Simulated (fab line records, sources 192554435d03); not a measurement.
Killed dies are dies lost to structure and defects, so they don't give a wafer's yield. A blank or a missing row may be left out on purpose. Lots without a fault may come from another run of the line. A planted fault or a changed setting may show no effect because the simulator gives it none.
Split-lot experiment | flow n5_finfet | 7 lots, 21 wafers read, on a route of 1938 steps

THE SPLIT
At N5_HKMG_FIN_ETCH_58 (etches SOC in N2/H2, target depth 215.8 nm, time 741 s), the setting source_w was moved away from the recipe's 875 W on 11 of the 21 wafers read, by -7.9% to +11.8%. The other wafers ran this setting at the recipe's value.

The reading is taken at the split's own step.

THE READING
rf_vpp_V, in V, at N5_HKMG_FIN_ETCH_58 (etches SOC in N2/H2, target depth 215.8 nm, time 741 s). Fault-free wafers of this fab line usually give 99.6 V, standard deviation 0.95 V.

wafer  | tool, chamber at the split | source_w as run, W | against the recipe | rf_vpp_V, V | against lot-mates on the recipe
L075.1 | rie_diel-03, 2             | 875                | recipe             | 98.1        | -
L075.3 | rie_diel-03, 0             | 824.6              | -5.8%              | 102.3       | +4.2
L075.6 | rie_diel-03, 0             | 824.6              | -5.8%              | 101.5       | +3.4
L080.2 | rie_diel-01, 0             | 834                | -4.7%              | 100.6       | -0.3
L080.4 | rie_diel-01, 3             | 834                | -4.7%              | 102.8       | +1.9
L080.6 | rie_diel-01, 0             | 875                | recipe             | 100.9       | -
L082.2 | rie_diel-03, 3             | 875                | recipe             | 100.7       | -
L082.4 | rie_diel-03, 1             | 806.1              | -7.9%              | 103.1       | +2.9
L082.6 | rie_diel-03, 3             | 875                | recipe             | 99.7        | -
L091.3 | rie_diel-01, 3             | 875                | recipe             | 99.5        | -
L091.4 | rie_diel-01, 3             | 943.6              | +7.8%              | 96.7        | -2.8
L091.5 | rie_diel-01, 1             | 943.6              | +7.8%              | 96.6        | -2.9
L094.2 | rie_diel-01, 0             | 875                | recipe             | 100.5       | -
L094.3 | rie_diel-01, 3             | 808.7              | -7.6%              | 101.2       | +0.7
L094.4 | rie_diel-01, 2             | 808.7              | -7.6%              | 102.1       | +1.6
L096.1 | rie_diel-05, 3             | 875                | recipe             | 98.9        | -
L096.2 | rie_diel-05, 1             | 875                | recipe             | 99.1        | -
L096.3 | rie_diel-05, 0             | 875                | recipe             | 101.0       | -
L097.1 | rie_diel-01, 1             | 978.1              | +11.8%             | 95.9        | -4.7
L097.3 | rie_diel-01, 2             | 978.1              | +11.8%             | 96.4        | -4.2
L097.6 | rie_diel-01, 3             | 875                | recipe             | 100.6       | -

THE FIT
A straight line over all 21 wafers: rf_vpp_V changes by -0.336 V for each +1% of source_w; r = -0.92; the points scatter about the line by 0.87 V.
The same after taking each lot's own level away (the mean of its wafers on the recipe; 21 wafers): -0.351 V for each +1%; r = -0.90; scatter 1 V.
On that fit, the largest move of source_w shifts the reading by 4.1 V.
The lots' own levels span 98.10 to 100.90 V, that is 2.9 times the standard deviation above.
So the lot-to-lot level changes the slope little: the two slopes agree.
Check: with one of the wafers moved furthest among these (+11.8%) left out of the fit, the line predicts -4.06 V for it against its lot-mates. It came out at -4.7 V against them.
Tool readings at the split's step, against how far the setting was moved: rf_vpp_V r = -0.92.

OTHER SPLITS ON THESE WAFERS
These wafers also went through other splits before the reading. Each is held against what the fit with the lots' levels taken away leaves over:
other split on the same wafers   | wafers away from the commonest value | r with rf_vpp_V (lot level and that fit taken away)
N5_SD_EPI_P_COAT_35 spin_rpm     | 7                                    | +0.23
N5_HKMG_FIN_HK_ALD_01 ald_cycles | 5                                    | +0.02
N5_HKMG_FIN_DESCUM_53 time_s     | 8                                    | -0.22

THE WHOLE CHAIN: every reading that the file lists as answering this split, in the file's order
step                | what it does                                           | reading                                                                         | change (the file's fit)              | r (the file's)
N5_HKMG_FIN_ETCH_58 | etches SOC in N2/H2, target depth 215.8 nm, time 741 s | rf_vpp_V                                                                        | -0.353 V for each +1% of the setting | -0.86
N5_HKMG_FIN_ETCH_58 | etches SOC in N2/H2, target depth 215.8 nm, time 741 s | etch.depth_nm (the simulator's own value, which no gauge read)                  | +1.71 nm for each +1% of the setting | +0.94
N5_HKMG_FIN_ETCH_58 | etches SOC in N2/H2, target depth 215.8 nm, time 741 s | SOC_of_HKMG_FIN_COAT_41.thk_nm (the simulator's own value, which no gauge read) | -1.72 nm for each +1% of the setting | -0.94
N5_HKMG_FIN_ETCH_58 | etches SOC in N2/H2, target depth 215.8 nm, time 741 s | HKMG_FIN.feature_depth_nm (the simulator's own value, which no gauge read)      | +1.71 nm for each +1% of the setting | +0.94

THE FILE'S OWN FIT
rf_vpp_V changes by -0.353 V for each +1% of source_w, r = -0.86.
